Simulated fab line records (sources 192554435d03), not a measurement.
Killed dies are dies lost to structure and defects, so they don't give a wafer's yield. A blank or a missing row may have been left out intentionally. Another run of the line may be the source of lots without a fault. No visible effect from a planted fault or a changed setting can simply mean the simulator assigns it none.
Lot-split experiment    flow n5_finfet    21 wafers read across 7 lots, on a route 1938 steps long

THE SPLIT
At N5_BEOL_M15_CMP_49 (polishes, stops on SiO2, t overpolish 4.9 s, target thk 850 nm), the setting down_force_psi was moved away from the recipe's 2 psi on 4 of the 21 wafers read, by -14.5% to +12.8%. This setting was run at the recipe's value on the other wafers.

The reading is taken at the split's own step.

THE READING
barrier_field_endpoint_s, in s, at N5_BEOL_M15_CMP_49 (polishes, stops on SiO2, t overpolish 4.9 s, target thk 850 nm). Typical for fault-free wafers on this fab line: 11.4 s, with standard deviation 0.3 s.

wafer   tool, chamber at the split  down_force_psi as run, psi  against the recipe  barrier_field_endpoint_s, s  against lot-mates on the recipe
L080.4  cmp-01, 3                   2                           recipe              11.6                         -
L080.2  cmp-01, 1                   2                           recipe              11.3                         -
L080.3  cmp-01, 2                   2                           recipe              11.2                         -
L085.3  cmp-01, 2                   2                           recipe              11.1                         -
L085.5  cmp-01, 2                   2                           recipe              11.4                         -
L085.6  cmp-01, 3                   2.172                       +8.6%               10.8                         -0.4
L088.3  cmp-04, 3                   1.71                        -14.5%              13.5                         +1.9
L088.2  cmp-04, 1                   1.71                        -14.5%              14.0                         +2.4
L088.5  cmp-04, 0                   2                           recipe              11.6                         -
L089.4  cmp-04, 0                   2                           recipe              11.5                         -
L089.3  cmp-04, 1                   2                           recipe              11.9                         -
L089.6  cmp-04, 2                   2                           recipe              11.2                         -
L091.2  cmp-02, 1                   2                           recipe              11.1                         -
L091.6  cmp-02, 2                   2                           recipe              11.1                         -
L091.5  cmp-02, 3                   2                           recipe              11.2                         -
L090.4  cmp-02, 3                   2                           recipe              11.7                         -
L090.1  cmp-02, 0                   2                           recipe              11.9                         -
L090.5  cmp-02, 2                   2.256                       +12.8%              10.2                         -1.6
L095.4  cmp-02, 1                   2                           recipe              11.3                         -
L095.2  cmp-02, 2                   2                           recipe              11.5                         -
L095.1  cmp-02, 3                   2                           recipe              11.0                         -

FIT RESULTS
A straight line over all 21 wafers: barrier_field_endpoint_s changes by -0.134 s for each +1% of down_force_psi; r = -0.92; the points scatter about the line by 0.34 s.
The same after taking each lot's own level away (the mean of its wafers on the recipe; 21 wafers): -0.131 s for each +1%; r = -0.95; scatter 0.25 s.
The reading moves by 1.9 s for the largest change in down_force_psi, on that fit.
Measured against the standard deviation above, the lots' own levels, which go from 11.13 to 11.80 s, span 2.2 times it.
Consequently the slope shifts little with the lot-to-lot level, the two slopes agreeing.
Check: for one of the wafers moved furthest among these (-14.5%), held out of the fit, the line's prediction against its lot-mates is +1.99 s. It came out at +1.9 s against them.
Tool readings at the split's step, against how far the setting was moved: barrier_field_endpoint_s r = -0.92.

FILE'S OWN FIT
barrier_field_endpoint_s changes by -0.123 s for each +1% of down_force_psi, r = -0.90.
